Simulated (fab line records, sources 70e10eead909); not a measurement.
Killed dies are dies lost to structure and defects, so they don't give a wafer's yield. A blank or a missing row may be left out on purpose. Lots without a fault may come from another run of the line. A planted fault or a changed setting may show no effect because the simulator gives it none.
Chamber matching | flow nand_harc | NHARC_A_CHANNEL_HOLE_D1_ETCH_38 on rie_diel-11: 4 sister chambers
The step etches the open film in CF4, target depth 39 nm, time 65 s. 8 wafers are shown with their chamber, then 7 later ones without.

WAFERS WITH THEIR CHAMBER
wafer  | chamber | drypump_motor_current_A (A) | oes_product_au (a.u.)
L171.4 | 2       | 4.8                         | 1.015
L171.5 | 2       | 4.8                         | 1.012
L174.1 | 0       | 5.3                         | 1.009
L176.1 | 1       | 5.5                         | 0.981
L176.2 | 3       | 6.4                         | 0.984
L176.3 | 0       | 5.4                         | 1.015
L188.1 | 1       | 5.5                         | 1.007
L188.2 | 3       | 6.4                         | 0.993

WAFERS WITHOUT THEIR CHAMBER
wafer  | drypump_motor_current_A (A) | oes_product_au (a.u.)
L188.3 | 5.4                         | 1.020
L190.2 | 4.8                         | 1.000
L190.5 | 6.4                         | 1.009
L190.6 | 5.4                         | 1.007
L193.2 | 4.8                         | 1.006
L193.4 | 6.4                         | 0.996
L193.6 | 5.5                         | 1.002

WHICH CHAMBER EACH WENT THROUGH
wafer  | from the rows above     | in truth
L188.3 | 0                       | 0
L190.2 | 2                       | 2
L190.5 | 3                       | 3
L190.6 | can't be placed: 0 or 1 | 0
L193.2 | 2                       | 2
L193.4 | 3                       | 3
L193.6 | 1                       | 1
Placed correctly: 6 of 7. Can't be placed from these rows: 1 (the true chamber is among the candidates in 1). Placed wrongly: 0.
How it was worked out, from the rows above alone: a wafer's distance from a chamber is the root of the sum, over the readings, of the square of ((its reading less the chamber's mean) divided by the reading's scatter). The wafer belongs to the nearest chamber; if the next one is less than 2 further off, it can't be placed. A chamber's mean is the mean of its shown wafers. The scatter: the root of (the sum of the squares of (reading less its chamber's mean) over the shown wafers, divided by (wafers less chambers)).
